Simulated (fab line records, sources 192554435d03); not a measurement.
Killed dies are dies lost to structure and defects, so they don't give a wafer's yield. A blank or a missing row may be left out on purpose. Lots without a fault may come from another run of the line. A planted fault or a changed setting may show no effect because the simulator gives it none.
A struck lot beside a sound one | flow n5_finfet | 25 steps out of a route of 1938
Sound: wafers L999.2, L999.3, L999.4. Struck: wafers L105.2, L105.3, L105.4. The cause comes at the end.
At each step with rows: each side's tool, then ch and its chambers, then its first start. Under that, the readings that differ: sound wafers | struck wafers | difference of the means | sigmas: that difference in standard deviations of wafers without a fault.
alike: readings whose means differ by less than 2 such deviations, and words and numbers that are the same on both sides. not compared: withheld readings, readings that some wafer has no value for, bounds like >300 that may hide the same value, and numbers for which the record gives no deviation and whose values overlap.
The two part at a step that has a row with sigmas, a row that says differs or no value, or rows on one side only. Numbers that don't overlap but have no deviation are shown without sigmas and don't part them. A reading that every wafer of one side lacks parts them only if that side has two wafers or more.

first, 4 steps without rows for these wafers: N5_WELL_APT_EXPOSE_05 (exposes mask NWELL, defocus 0 nm, target cd 200 nm); N5_WELL_APT_PEB_06 (peb time 90 s); N5_WELL_APT_DEVELOP_07 (develop time 45 s); N5_WELL_APT_HARDBAKE_12 (time 120 s).
N5_WELL_APT_CD_MEAS_08: target cd 200 nm.
  sound on cd_sem-03 ch 0, day 3 19:38; struck on cd_sem-03 ch 0, day 5 07:49
  reading    | sound             | struck            | difference | sigmas
  cd_nm (nm) | 202.0 203.6 204.0 | 197.8 196.5 197.5 | -5.9       | -3
N5_WELL_APT_OVL_MEAS_09:
  sound on overlay-02 ch 0, day 3 19:40; struck on overlay-02 ch 0, day 5 07:50
  alike: NWELL_OVL
N5_WELL_APT_INSPECT_10: inspects for defects (macro).
  sound on defect_inspect-01, day 3 19:41; struck on defect_inspect-01, day 5 07:52
  alike: raw_defect_count
N5_WELL_APT_DESCUM_13: chemistry O2, time 7.9 s.
  sound on rie_diel-03 ch 1,2,3, day 3 19:45; struck on rie_diel-03 ch 0,1,3, day 5 07:53
  alike: drypump_motor_current_A, oes_product_au, rf_vpp_V, showerhead_plenum_p_Torr, throttle_valve_pct
  not compared: rf_hours_counter_h
then, 4 steps without rows for these wafers: N5_WELL_APT_IMPLANT_14; N5_WELL_APT_IMPLANT_15; N5_WELL_APT_STRIP_16 (strips in SPM, time 900 s); N5_WELL_APT_HMDS_18 (time 60 s).
N5_WELL_APT_COAT_19: resist thk 950 nm.
  sound on litho_track-01 ch 0, day 3 20:31; struck on litho_track-01 ch 0, day 5 08:41
  reading                                    | sound                | struck               | difference | sigmas
  spin_speed_rpm (rpm)                       | 1357.7 1357.7 1357.7 | 1427.4 1427.7 1428.8 | +70.3      | +59
  model.coat_of_WELL_APT_COAT_19.thk_nm (nm) | 948.8 952.7 949.9    | 928.5 928.1 926.8    | -22.7      |
  alike: dispense_pressure_kPa
then, 6 steps without rows for these wafers: N5_WELL_APT_EBR_21; N5_WELL_APT_SOFTBAKE_20 (time 60 s); N5_WELL_APT_EXPOSE_22 (exposes mask PWELL, defocus 0 nm, target cd 200 nm); N5_WELL_APT_PEB_23 (peb time 90 s); N5_WELL_APT_DEVELOP_24 (develop time 45 s); N5_WELL_APT_HARDBAKE_29 (time 120 s).
N5_WELL_APT_CD_MEAS_25: target cd 200 nm.
  sound on cd_sem-02 ch 0, day 3 20:47; struck on cd_sem-01 ch 0, day 5 08:56
  alike: cd_nm
N5_WELL_APT_OVL_MEAS_26:
  sound on overlay-02 ch 0, day 3 20:49; struck on overlay-01 ch 0, day 5 08:58
  alike: PWELL_OVL
N5_WELL_APT_INSPECT_27: inspects for defects (macro).
  sound on defect_inspect-01, day 3 20:50; struck on defect_inspect-01, day 5 09:00
  alike: raw_defect_count
N5_WELL_APT_DESCUM_30: chemistry O2, time 7.9 s.
  sound on rie_diel-03 ch 1,3, day 3 20:52; struck on rie_diel-06 ch 1,2,3, day 5 09:02
  reading                                    | sound             | struck          | difference | sigmas
  model.coat_of_WELL_APT_COAT_19.thk_nm (nm) | 930.6 934.5 931.7 | 910.4 910 908.7 | -22.6      |
  alike: drypump_motor_current_A, oes_product_au, rf_vpp_V, showerhead_plenum_p_Torr, throttle_valve_pct
  not compared: rf_hours_counter_h
then, 1 step without rows for these wafers: N5_WELL_APT_IMPLANT_31.
-- the record jumps here: 6 days lie between the struck wafers' starts before and after (it left off in module WELL_APT and takes up again in module BEOL_M4, whose first step shown is number 1111 of the route) --
N5_BEOL_M4_RC_MEAS_101:
  sound on prober-01 ch 0, day 10 08:47; struck on prober-02 ch 0, day 11 20:33
  reading   | sound          | struck         | difference | sigmas
  VT_P (mV) | -257 -254 -255 | -248 -248 -248 | +7         | +2
  alike: DIBL_N, DIBL_P, IOFF_N, IOFF_P, ION_N, ION_P, SS_N, SS_P, VT_N

WHERE THEY PART
First at N5_WELL_APT_CD_MEAS_08; last, within this record, at N5_BEOL_M4_RC_MEAS_101.

WHY: what the simulator had put in
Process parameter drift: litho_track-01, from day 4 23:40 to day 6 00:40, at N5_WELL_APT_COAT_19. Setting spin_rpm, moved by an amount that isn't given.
